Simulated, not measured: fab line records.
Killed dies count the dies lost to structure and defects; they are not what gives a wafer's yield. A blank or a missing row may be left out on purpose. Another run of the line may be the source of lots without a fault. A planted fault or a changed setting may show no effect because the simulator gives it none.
Which tool did it? ; flow n5Finfet ; 41 wafers from 15 lots sampled at 5 of the route's 1938 steps

== WHAT THE GAUGES READ, wafer by wafer ==
N5_BEOL_M13_THK_MEAS_01. Usual: for M13_ILD_THK the level is 837 nm and the standard deviation is 11.
lot;measured;on;M13_ILD_THK (nm);flag
L646;day 11 15:36;filmMetro-02;839 856 843;
L644;day 11 17:17;filmMetro-02;828 819 844;
L647;day 12 05:37;filmMetro-02;833 828 840;
L648;day 12 05:46;filmMetro-01;843 848 839;
L649;day 12 06:17;filmMetro-02;843 832 843;
L651;day 12 22:07;filmMetro-02;836 853 834;
L652;day 13 05:52;filmMetro-02;844 846;
L653;day 13 14:28;filmMetro-01;838 842 827;
L655;day 13 23:25;filmMetro-02;820 857;
L660;day 15 17:21;filmMetro-01;839 848 834;
L661;day 16 15:39;filmMetro-01;842 844;
L662;day 16 22:11;filmMetro-02;849 838 832;
L664;day 17 01:10;filmMetro-01;844 835 859;
L665;day 18 02:01;filmMetro-02;848 849 843;
L667;day 18 02:41;filmMetro-02;821 846;

N5_BEOL_M13_CD_MEAS_28 targets a cd of 209.5 nm. Usual: cdNm at 209.1 nm, with a standard deviation of 1.5.
lot;measured;on;cdNm (nm);flag
L646;day 11 16:51;cdSem-03;209.0 206.7 208.4;
L644;day 11 18:45;cdSem-03;208.2 208.6 207.6;
L647;day 12 07:07;cdSem-03;208.3 208.7 208.5;
L648;day 12 07:10;cdSem-03;212.0 210.4 209.9;
L649;day 12 07:32;cdSem-03;207.2 207.2 209.0;
L651;day 12 23:37;cdSem-01;212.9 211.5 212.4;
L652;day 13 07:22;cdSem-02;292.5 290.1;OFF
L653;day 13 15:43;cdSem-01;294.2 295.0 209.3;OFF
L655;day 14 00:58;cdSem-01;207.9 288.2;OFF
L660;day 15 18:37;cdSem-02;207.6 207.9 205.7;
L661;day 16 17:02;cdSem-02;208.7 209.0;
L662;day 16 23:26;cdSem-02;209.0 209.3 210.2;
L664;day 17 02:40;cdSem-01;210.6 210.5 208.5;
L665;day 18 03:24;cdSem-01;209.6 209.3 210.0;
L667;day 18 03:56;cdSem-03;209.6 209.6;

== WHAT TOOL EACH LOT RAN ON (gives the tool, then ch and the chambers of the sampled wafers, and finally the start) ==
lot;N5_BEOL_M12_DEP_53;N5_BEOL_M13_DESCUM_15;N5_BEOL_M13_EXPOSE_25
L646;pecvd-02 ch 0,1,2, day 11 15:19;rieDiel-02 ch 0,3, day 11 15:59;krfScanner-01 ch 0, day 11 16:41
L644;pecvd-03 ch 0,1, day 11 16:59;rieDiel-01 ch 2,3, day 11 17:46;krfScanner-02 ch 0, day 11 18:35
L647;pecvd-01 ch 0,2, day 12 05:21;rieDiel-03 ch 0,2,3, day 12 06:08;krfScanner-01 ch 0, day 12 06:57
L648;pecvd-03 ch 0,1,2, day 12 05:29;rieDiel-01 ch 0,1,3, day 12 06:11;krfScanner-01 ch 0, day 12 06:59
L649;pecvd-01 ch 0,2, day 12 06:01;rieDiel-03 ch 1,3, day 12 06:41;krfScanner-01 ch 0, day 12 07:23
L651;pecvd-02 ch 0,1, day 12 21:50;rieDiel-01 ch 0,1, day 12 22:38;krfScanner-02 ch 0, day 12 23:27
L652;pecvd-01 ch 0,1, day 13 05:35;rieDiel-01 ch 0, day 13 06:23;krfScanner-01 ch 0, day 13 07:12
L653;pecvd-02 ch 0,1,2, day 13 14:10;rieDiel-02 ch 0,1,2, day 13 14:52;krfScanner-01 ch 0, day 13 15:33
L655;pecvd-01 ch 0,1, day 13 23:09;rieDiel-03 ch 0,2, day 13 23:56;krfScanner-01 ch 0, day 14 00:48
L660;pecvd-01 ch 0,1, day 15 17:04;rieDiel-03 ch 0,2,3, day 15 17:44;krfScanner-02 ch 0, day 15 18:26
L661;pecvd-02 ch 0,2, day 16 15:22;rieDiel-01 ch 0,3, day 16 16:02;krfScanner-01 ch 0, day 16 16:52
L662;pecvd-03 ch 0,1,2, day 16 21:55;rieDiel-02 ch 1,2, day 16 22:35;krfScanner-01 ch 0, day 16 23:17
L664;pecvd-01 ch 0,1,2, day 17 00:53;rieDiel-03 ch 0,1,2, day 17 01:41;krfScanner-01 ch 0, day 17 02:30
L665;pecvd-03 ch 0,2, day 18 01:41;rieDiel-03 ch 0,1,2, day 18 02:25;krfScanner-02 ch 0, day 18 03:14
L667;pecvd-03 ch 0,2, day 18 02:21;rieDiel-02 ch 1,2, day 18 03:04;krfScanner-01 ch 0, day 18 03:46
- N5_BEOL_M12_DEP_53: deposits SiCN from 3MS/NH3, target thk 30 nm, time 10.5 s.
- N5_BEOL_M13_DESCUM_15: chemistry O2, time 7.9 s.
- N5_BEOL_M13_EXPOSE_25: exposes mask M13, target cd 210 nm.

== WHAT THE TOOLS THEMSELVES READ (means of the sampled wafers that have a number; where no wafer has one, the mark that the record gives instead) ==
N5_BEOL_M12_DEP_53. Usual: rfFwdPowerW 666.3 W, standard deviation 2.4; showerheadPlenumPTorr 4.170 Torr, standard deviation 0.016; showerheadVppV 1616 V, standard deviation 50; throttleValvePct 18.0 %, standard deviation 0.67.
lot;tool;rfFwdPowerW (W);showerheadPlenumPTorr (Torr);showerheadVppV (V);throttleValvePct (%);flag
L646;pecvd-02;668.4;4.171;1584;18.2;
L644;pecvd-03;665.8;4.168;1608;17.6;
L647;pecvd-01;666.6;4.163;1626;18.4;
L648;pecvd-03;665.4;4.167;1612;17.2;
L649;pecvd-01;664.8;4.172;1642;18.2;
L651;pecvd-02;669.5;4.173;1650;18.7;
L652;pecvd-01;667.2;4.159;1636;18.2;
L653;pecvd-02;664.9;4.171;1598;18.3;
L655;pecvd-01;666.5;4.163;1636;18.2;
L660;pecvd-01;668.0;4.162;1634;18.3;
L661;pecvd-02;665.3;4.161;1530;18.4;
L662;pecvd-03;664.5;4.177;1597;17.5;
L664;pecvd-01;666.6;4.161;1630;18.3;
L665;pecvd-03;665.8;4.176;1595;17.3;
L667;pecvd-03;666.0;4.173;1616;17.3;

N5_BEOL_M13_DESCUM_15. Usual: drypumpMotorCurrentA 5.9 A, standard deviation 0.53; oesProductAu 0.80 a.u., standard deviation 0.082; rfFwdPowerW 49.47 W, standard deviation 0.23; rfVppV 243.5 V, standard deviation 1.3; showerheadPlenumPTorr 2.10 Torr, standard deviation 0.066; throttleValvePct 20.32 %, standard deviation 0.23.
lot;tool;drypumpMotorCurrentA (A);oesProductAu (a.u.);rfFwdPowerW (W);rfVppV (V);showerheadPlenumPTorr (Torr);throttleValvePct (%);flag
L646;rieDiel-02;6.0;0.75;49.26;241.9;2.00;20.47;
L644;rieDiel-01;5.6;0.85;49.27;244.0;2.09;20.20;
L647;rieDiel-03;5.7;0.78;49.62;242.7;2.10;20.24;
L648;rieDiel-01;5.9;0.85;49.51;244.4;2.12;20.07;
L649;rieDiel-03;6.4;0.81;49.53;244.0;2.13;20.41;
L651;rieDiel-01;6.2;0.81;49.37;244.3;2.13;20.09;
L652;rieDiel-01;6.4;0.78;49.38;243.8;2.09;20.13;
L653;rieDiel-02;5.7;0.82;49.21;241.9;2.01;20.49;
L655;rieDiel-03;5.3;0.73;49.55;243.3;2.08;20.26;
L660;rieDiel-03;5.7;0.75;49.72;243.3;2.09;20.27;
L661;rieDiel-01;6.0;0.81;49.65;243.1;2.06;20.15;
L662;rieDiel-02;6.0;0.90;49.34;243.1;2.09;20.41;
L664;rieDiel-03;5.6;0.70;49.54;243.6;2.10;20.50;
L665;rieDiel-03;5.6;0.70;49.49;243.7;2.09;20.50;
L667;rieDiel-02;5.8;0.90;49.33;244.0;2.12;20.41;

== THE ANSWER, worked out from the rows above alone ==
Rule: take the mean of a lot's wafers that have a number; if it is more than 3 standard deviations from the usual mean, the lot is off. Also off: a lot with no number at a reading for which 4 or more lots have one. Any other lot the step has rows for is counted as sound. First the gauges in route order, then the tools' own readings, where a lot's mean is used as printed above. At the first step where some lot is off, the reading lying furthest off is the one used; lots without a number count as furthest.
Off: L652, L653, L655 (N5_BEOL_M13_CD_MEAS_28, cdNm).
If a tool, at a process step before that reading, ran all the lots that are off and no sound lot after the first of them, it fits. Gauges at N5_BEOL_M13_CD_MEAS_28: tried the same way as those tools. Of those tried, none fits.

== WHAT THE SIMULATOR HAD INSERTED ==
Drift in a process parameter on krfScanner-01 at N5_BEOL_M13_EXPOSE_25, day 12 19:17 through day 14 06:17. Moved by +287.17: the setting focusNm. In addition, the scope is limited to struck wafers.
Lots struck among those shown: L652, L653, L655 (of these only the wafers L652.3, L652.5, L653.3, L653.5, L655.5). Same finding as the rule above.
